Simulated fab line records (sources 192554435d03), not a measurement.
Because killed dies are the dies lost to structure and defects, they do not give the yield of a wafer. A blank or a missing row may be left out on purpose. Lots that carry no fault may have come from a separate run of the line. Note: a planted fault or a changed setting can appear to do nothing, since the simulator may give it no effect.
fab line records    flow n5Finfet
[record] lots = 9  wafers = 27  lastDay = 18
route steps=1938 shown HKMG_FIN@441 GATE_CUT@469 BEOL_M4@1111
lots with no fault: from the same line, run without faults
startH: the number of hours between the record's first day and the start of the first shown wafer of the lot    waitH: hours from the lot's prior step to this one    " repeats the value in the row above    L1.1+2: a single row standing in for several wafers    - value missing, or start not given    * or withheld: withheld    < > ~ a bound
route shown NAME@n: NAME is a module with steps in the file, n the number in the route of the first one    usual: mean/standard deviation taken from wafers without a fault    same: alike in all rows    chamber/n: place in a boat    sites: each site's reading    _std_site: standard deviation of those values    _edge_site: mean of outer sites minus mean of inner sites    radiusMm: how far each site lies from the wafer's centre    mask NAME#n: copy n    behind: the tool/chamber that last shaped the wafer    hold: why the lot went on hold/how many hours it stayed there/how the hold came to an end    device: names the non-switching transistor (n, p or np)    end of line: tests run on the same wafers once the route is complete    a step with no rows: only its recipe    killed: at the first sort, the dies lost to defects and structure; wafer yield is something else    map: shows each die of a wafer: x if killed, . if not, _ if none is there
set.NAME: setting as actually run; set.NAME@STEP: the setting as run at that earlier step    model.NAME: the simulator's own value behind a step, which no gauge read
the route's steps for a sample of lots (tables are steps, rows are wafers)
services: the hour from which a tool's chamber was out of use, counted from the record's first day as startH (under 0 if before that day), plus the number of hours and why
[[steps]]
[step N5_HKMG_FIN_STRIP_19]
[recipe] chemistry = N2/H2  powerW = 2500  tempC = 300  h2Frac = 0.65  timeS = 360  pressureMtorr = withheld  n2FlowSccm = 1750  h2FlowSccm = 3250
[usual] drypumpMotorCurrentA = 5.57/0.18  heaterPowerW = 486/39
lot.wafer  tool            chamber  startH  waitH  drypumpMotorCurrentA  heaterPowerW  rfHoursCounterH
L693.2     plasmaAsher-02  0        95.16   0.0    5.40                  479           43
L693.3     "               1        "       "      5.75                  480           -
L693.5     "               1        "       "      5.74                  472           -
L694.2     plasmaAsher-01  1        97.00   0.0    5.73                  553           94
L694.3     "               0        "       "      5.41                  446           -
L694.4     "               1        "       "      5.77                  534           -
L696.2     plasmaAsher-02  1        109.08  0.1    5.73                  471           46
L696.3     "               0        "       "      5.36                  484           -
L696.4     "               1        "       "      5.74                  475           -
L698.1     plasmaAsher-02  1        128.78  0.0    5.72                  466           50
L698.5     "               1        "       "      5.72                  482           -
L698.6     "               0        "       "      5.36                  478           -
L704.1     plasmaAsher-02  1        159.59  0.0    5.76                  470           55
L704.3     "               0        "       "      5.37                  471           -
L704.5     "               1        "       "      5.75                  472           -
L705.1     plasmaAsher-02  0        166.15  0.0    5.39                  481           56
L705.2     "               1        "       "      5.73                  466           56
L705.3     "               0        "       "      5.38                  482           -
L708.2     plasmaAsher-02  1        182.11  0.0    5.74                  482           59
L708.4     "               1        "       "      5.75                  466           -
L708.6     "               0        "       "      5.38                  466           -
L711.1     plasmaAsher-02  1        201.03  0.0    5.75                  473           63
L711.3     "               0        "       "      5.36                  480           -
L711.5     "               1        "       "      5.73                  477           -
L713.2     plasmaAsher-01  0        212.46  0.0    5.41                  448           117
L713.3     "               1        "       "      5.75                  554           -
L713.5     "               1        "       "      5.75                  541           -
[step N5_HKMG_FIN_STRIP_90]
[recipe] chemistry = N2/H2  material = SOC  timeS = 20  powerW = 500  tempC = 40  pressureMtorr = 50  rfFrequencyHz = 6e+07  biasPowerW = 8  h2Frac = 0.5  n2FlowSccm = 300  h2FlowSccm = 300
[usual] drypumpMotorCurrentA = 6.0/0.41  oesProductAu = 0.77/0.094  rfVppV = 54.2/0.89  showerheadPlenumPTorr = 3.35/0.085  throttleValvePct = 19.12/0.28
lot.wafer  tool        chamber  startH  waitH  drypumpMotorCurrentA  oesProductAu  rfHoursCounterH  rfVppV  showerheadPlenumPTorr  throttleValvePct
L693.2     rieDiel-03  1        97.11   0.0    6.5                   0.66          240              54.1    3.32                   19.34
L693.3     "           2        "       "      5.5                   0.70          197              55.8    3.47                   19.59
L693.5     "           1        "       "      6.5                   0.67          -                56.1    3.32                   19.34
L694.2     rieDiel-04  2        98.86   0.0    5.3                   0.69          234              53.5    3.30                   18.85
L694.3     "           1        "       "      6.0                   0.73          154              54.0    3.37                   18.99
L694.4     "           3        "       "      6.4                   0.69          226              55.0    3.18                   19.32
L696.2     rieDiel-03  1        110.94  0.0    6.5                   0.66          245              55.1    3.32                   19.35
L696.3     "           0        "       "      5.8                   0.89          39               55.3    3.42                   19.34
L696.4     "           3        "       "      6.3                   0.83          81               52.8    3.40                   18.83
L698.1     rieDiel-04  0        130.67  0.0    5.4                   0.68          234              53.7    3.46                   19.09
L698.5     "           1        "       "      6.0                   0.72          -                55.0    3.36                   19.00
L698.6     "           2        "       "      5.4                   0.68          -                54.2    3.30                   18.89
L704.1     rieDiel-03  2        161.46  0.0    5.5                   0.69          221              53.6    3.46                   19.62
L704.3     "           3        "       "      6.4                   0.80          100              55.5    3.39                   18.83
L704.5     "           2        "       "      5.5                   0.68          -                54.0    3.46                   19.61
L705.1     rieDiel-05  1        168.07  0.0    6.2                   0.67          248              52.4    3.30                   19.27
L705.2     "           3        "       "      6.2                   0.71          207              55.3    3.46                   19.64
L705.3     "           0        "       "      6.1                   0.84          69               54.5    3.27                   19.17
L708.2     rieDiel-03  3        184.18  0.0    6.4                   0.80          108              54.3    3.38                   18.87
L708.4     "           1        "       "      6.5                   0.92          11               54.7    3.31                   18.97
L708.6     "           3        "       "      6.4                   0.80          -                53.1    3.38                   18.85
L711.1     rieDiel-04  1        202.89  0.0    6.0                   0.70          201              55.4    3.34                   19.05
L711.3     "           2        "       "      5.4                   0.95          13               54.4    3.28                   18.51
L711.5     "           2        "       "      5.3                   0.95          -                54.1    3.28                   18.51
L713.2     rieDiel-05  0        214.32  0.0    6.1                   0.81          87               54.6    3.26                   19.23
L713.3     "           2        "       "      6.3                   0.79          97               52.8    3.26                   18.86
L713.5     "           1        "       "      6.2                   0.91          -                54.3    3.30                   18.92
[step N5_HKMG_FIN_CMP_23]
[recipe] stopOn = SiNx  tOverpolishS = 10  postCmpClean = rinseOnly  downForcePsi = 4  platenRpm = 50.289  padVelocityMS = 1.0006  targetThkNm = 46.326
[usual] motorCurrentA = 12.6/1.4  overpolishRunS = 9.999/0.0099  platenRpm = 50.287/0.029  timeToEndpointS = 11.6/2.3
lot.wafer  tool    chamber  startH  waitH  motorCurrentA  overpolishRunS  platenRpm  timeToEndpointS
L693.2     cmp-03  0        98.41   0.1    13.4           9.999           50.321     10.4
L693.3     "       1        "       "      13.2           9.994           50.267     9.0
L693.5     "       0        "       "      13.2           10.027          50.338     13.5
L694.4     cmp-03  1        100.17  0.1    12.9           9.975           50.247     10.4
L694.3     "       2        "       "      12.0           9.994           50.310     10.1
L694.2     "       3        "       "      12.6           10.002          50.233     14.3
L696.4     cmp-03  0        112.15  0.0    12.9           10.003          48.299     13.3
L696.3     "       1        "       "      13.5           9.988           48.327     11.1
L696.2     "       2        "       "      12.1           9.980           48.261     11.1
L698.1     cmp-03  2        132.17  0.3    12.3           9.984           48.264     9.7
L698.6     "       3        "       "      12.9           10.008          48.243     13.2
L698.5     "       0        "       "      13.1           9.992           48.253     12.3
L704.3     cmp-02  0        162.84  0.2    12.0           9.998           50.280     12.3
L704.1     "       1        "       "      12.3           10.004          50.280     14.9
L704.5     "       3        "       "      12.1           9.992           50.262     12.5
L705.2     cmp-02  0        169.31  0.0    11.7           9.998           50.268     6.3
L705.3     "       1        "       "      12.8           9.989           50.304     13.0
L705.1     "       3        "       "      12.2           9.986           50.294     11.4
L708.2     cmp-03  1        185.80  0.2    12.9           9.981           50.265     11.7
L708.4     "       2        "       "      11.6           9.995           50.295     9.7
L708.6     "       3        "       "      11.9           10.022          50.324     12.0
L711.1     cmp-04  3        204.19  0.1    12.0           9.996           50.285     7.2
L711.3     "       1        "       "      10.4           9.990           50.275     8.2
L711.5     "       2        "       "      14.9           9.985           50.280     9.6
L713.2     cmp-04  2        215.64  0.1    15.2           9.999           50.314     14.4
L713.3     "       3        "       "      11.5           10.000          50.283     13.6
L713.5     "       2        "       "      14.7           9.990           50.267     12.1
[step N5_GATE_CUT_ETCH_58]
[recipe] chemistry = CH3F/O2  target = SiNx  targetDepthA = 170  timeS = 128.6  ionEnergyEv = 50  pressureMtorr = 30  sourceW = 415  biasW = 21  Ar_flow_sccm = 150  CH3F_flow_sccm = 30  O2_flow_sccm = 20
[usual] drypumpMotorCurrentA = 5.5/0.52  oesProductAu = 0.75/0.052  rfVppV = 99.0/0.97  showerheadPlenumPTorr = 1.97/0.073  throttleValvePct = 16.30/0.19
lot.wafer  tool        chamber  startH  waitH  drypumpMotorCurrentA  oesProductAu  rfHoursCounterH  rfVppV  showerheadPlenumPTorr  throttleValvePct
L693.2     rieDiel-02  2        99.37   0.0    5.1                   0.77          135              98.1    1.92                   16.22
L693.3     "           0        "       "      5.2                   0.91          26               100.0   2.13                   15.91
L693.5     "           0        "       "      5.3                   0.91          -                99.8    2.13                   15.91
L694.2     rieDiel-01  2        101.13  0.0    6.3                   0.75          133              99.4    2.00                   16.11
L694.3     "           3        "       "      5.7                   0.71          211              97.6    1.99                   16.38
L694.4     "           1        "       "      4.7                   0.73          165              99.6    2.09                   16.55
L696.2     rieDiel-01  1        113.30  0.2    4.7                   0.72          169              99.6    2.09                   16.55
L696.3     "           3        "       "      5.7                   0.71          216              98.5    1.99                   16.42
L696.4     "           0        "       "      5.4                   0.81          88               98.4    1.86                   16.08
L698.1     rieDiel-06  1        132.97  0.0    5.0                   0.78          129              99.1    1.93                   16.31
L698.5     "           0        "       "      5.5                   0.74          -                99.6    2.00                   16.60
L698.6     "           1        "       "      4.9                   0.79          -                97.8    1.93                   16.29
L704.1     rieDiel-01  1        164.75  0.0    4.6                   0.71          185              99.4    2.08                   16.59
L704.3     "           2        "       "      6.3                   0.73          153              99.3    1.99                   16.14
L704.5     "           2        "       "      6.3                   0.73          -                98.8    1.99                   16.16
L705.1     rieDiel-02  3        170.34  0.0    5.8                   0.78          136              99.3    2.01                   16.26
L705.2     "           1        "       "      6.3                   0.79          147              98.3    1.92                   16.13
L705.3     "           2        "       "      5.0                   0.75          156              97.0    1.91                   16.24
L708.2     rieDiel-06  1        186.68  0.0    4.9                   0.76          146              97.5    1.92                   16.33
L708.4     "           3        "       "      5.6                   0.67          231              100.9   1.89                   16.31
L708.6     "           0        "       "      5.6                   0.72          -                100.2   2.00                   16.62
L711.1     rieDiel-06  1        205.14  0.0    4.9                   0.75          151              99.0    1.92                   16.35
L711.3     "           2        "       "      5.0                   0.73          162              99.0    1.92                   16.34
L711.5     "           3        "       "      5.6                   0.67          -                98.4    1.89                   16.32
L713.2     rieDiel-06  2        216.90  0.1    5.0                   0.73          165              98.4    1.92                   16.37
L713.3     "           3        "       "      5.6                   0.67          242              98.4    1.89                   16.30
L713.5     "           0        "       "      5.5                   0.71          -                99.2    2.00                   16.66
[step N5_BEOL_M4_RC_MEAS_101]
[usual] DIBL_N = 36.5/1.4  DIBL_P = 36.9/1.7  IOFF_N = 0.163/0.023  IOFF_P = 0.22/0.032  ION_N = 673/9  ION_P = 462/7.5  SS_N = 71.6/0.54  SS_P = 73.4/0.62  VT_N = 249.8/2.8  VT_P = -250/3.5
lot.wafer  tool       chamber  startH  waitH  DIBL_N[mV/V]  DIBL_P[mV/V]  IOFF_N[nA/um]  IOFF_P[nA/um]  ION_N[uA/um]  ION_P[uA/um]  SS_N[mV/dec]  SS_P[mV/dec]  VT_N[mV]  VT_P[mV]
L693.2     prober-01  0        186.04  0.2    36.1          37.5          0.159          0.23           674           469           71.1          73.0          248.9     -247
L693.3     "          0        "       "      37.7          39.1          0.190          0.27           678           469           71.6          73.6          249.7     -248
L693.5     "          0        "       "      35.5          36.7          0.152          0.22           677           471           71.4          73.6          253.0     -252
L694.2     prober-01  0        188.16  0.2    37.6          36.9          0.182          0.29           679           470           71.9          72.8          247.3     -242
L694.3     "          0        "       "      37.0          35.2          0.159          0.25           663           466           72.1          73.0          249.2     -245
L694.4     "          0        "       "      36.0          35.0          0.147          0.25           675           472           71.5          72.7          251.0     -243
L696.2     prober-01  0        197.64  0.2    35.7          35.3          0.135          0.19           663           459           71.3          73.8          253.6     -253
L696.3     "          0        "       "      37.9          38.6          0.182          0.24           680           464           71.5          74.6          247.2     -248
L696.4     "          0        "       "      37.6          37.6          0.172          0.22           689           470           71.0          74.1          249.3     -251
L698.1     prober-01  0        213.11  0.0    36.0          37.5          0.176          0.25           676           468           71.8          74.1          248.6     -244
L698.5     "          0        "       "      35.8          37.3          0.174          0.25           672           469           71.7          74.3          246.6     -248
L698.6     "          0        "       "      36.5          37.8          0.187          0.27           679           469           73.1          73.4          249.4     -246
L705.1     prober-01  0        250.54  0.0    37.3          38.5          0.196          0.24           682           462           71.8          74.2          245.1     -249
L705.2     "          0        "       "      38.3          39.0          0.204          0.25           694           464           71.9          74.2          244.8     -248
L705.3     "          0        "       "      36.1          36.6          0.161          0.22           687           469           70.9          74.0          248.7     -249
L704.1     prober-02  0        258.78  0.0    36.8          37.7          0.165          0.23           676           463           71.1          74.2          250.1     -249
L704.3     "          0        "       "      38.4          39.3          0.190          0.27           678           470           71.7          73.5          249.8     -246
L704.5     "          0        "       "      37.9          38.4          0.181          0.25           676           468           71.4          73.5          249.2     -249
L708.2     prober-01  0        280.63  0.2    37.0          38.6          0.158          0.21           673           466           71.4          73.5          249.6     -250
L708.4     "          0        "       "      38.6          40.0          0.175          0.22           676           457           72.2          73.9          251.9     -253
L708.6     "          0        "       "      38.9          39.9          0.186          0.23           676           459           72.4          74.1          250.7     -251
L713.2     prober-02  0        303.82  0.2    37.3          36.0          0.184          0.25           675           464           71.8          73.7          246.7     -246
L713.3     "          0        "       "      38.3          37.0          0.213          0.29           673           460           71.7          74.9          245.4     -246
L713.5     "          0        "       "      37.7          35.6          0.183          0.25           673           462           72.7          74.1          249.9     -247
L711.1     prober-01  0        307.65  0.0    32.4          32.4          0.116          0.17           662           457           70.1          72.2          252.3     -253
L711.3     "          0        "       "      33.6          34.1          0.125          0.18           672           472           70.4          72.7          252.2     -251
L711.5     "          0        "       "      33.5          33.6          0.126          0.17           670           458           70.2          72.0          247.5     -254
[[services]]
tool        chamber  startH  hours  kind
rieDiel-01  -        89.90   2.8    pm
rieDiel-04  -        94.95   0.9    repair
rieDiel-02  0        100.79  3.5    repair
rieDiel-02  0        104.59  9.6    repair
cmp-04      -        111.68  2.5    repair
rieDiel-03  1        123.06  -      clean
rieDiel-03  1        123.06  -      consumableReplace:focusRing
rieDiel-03  1        123.06  22.2   scheduledDown
rieDiel-02  3        125.78  8.9    repair
cmp-02      -        126.50  6.1    repair
cmp-03      -        126.99  4.0    pm
cmp-03      -        130.99  -      consumableReplace:conditioner
cmp-03      -        130.99  -      consumableReplace:pad
cmp-03      -        132.59  14.3   pm
cmp-02      -        147.75  2.2    repair
rieDiel-04  0        154.52  2.4    repair
rieDiel-04  0        161.59  5.3    repair
rieDiel-06  0        161.86  8.2    repair
cmp-03      -        162.10  0.6    repair
cmp-04      -        164.33  7.0    pm
rieDiel-03  1        165.50  5.0    repair
rieDiel-05  3        202.56  13.1   repair
cmp-03      -        207.95  6.7    pm
cmp-04      -        213.35  0.6    repair
[[key]]
[firstSign] step = N5_HKMG_FIN_CMP_23  reading = platenRpm  direction = down  sigmas = 71  usual = 50.287  struck = 48.274
effect none on later readings
metAt N5_HKMG_FIN_CMP_23
struckLots L696,L698
notActingAt N5_HKMG_FIN_STRIP_19,N5_HKMG_FIN_STRIP_90,N5_GATE_CUT_ETCH_58
onsetBetween 100.17 112.15
[fault] kind = processParameterDrift  tool = cmp-03  chamber = -  onsetH = 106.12  steps = N5_HKMG_FIN_CMP_23  channel = platenRpm  offset = -2.0116  shape = step  endH = 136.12  actsIn = theseRecipesOnly  stated = 50.289
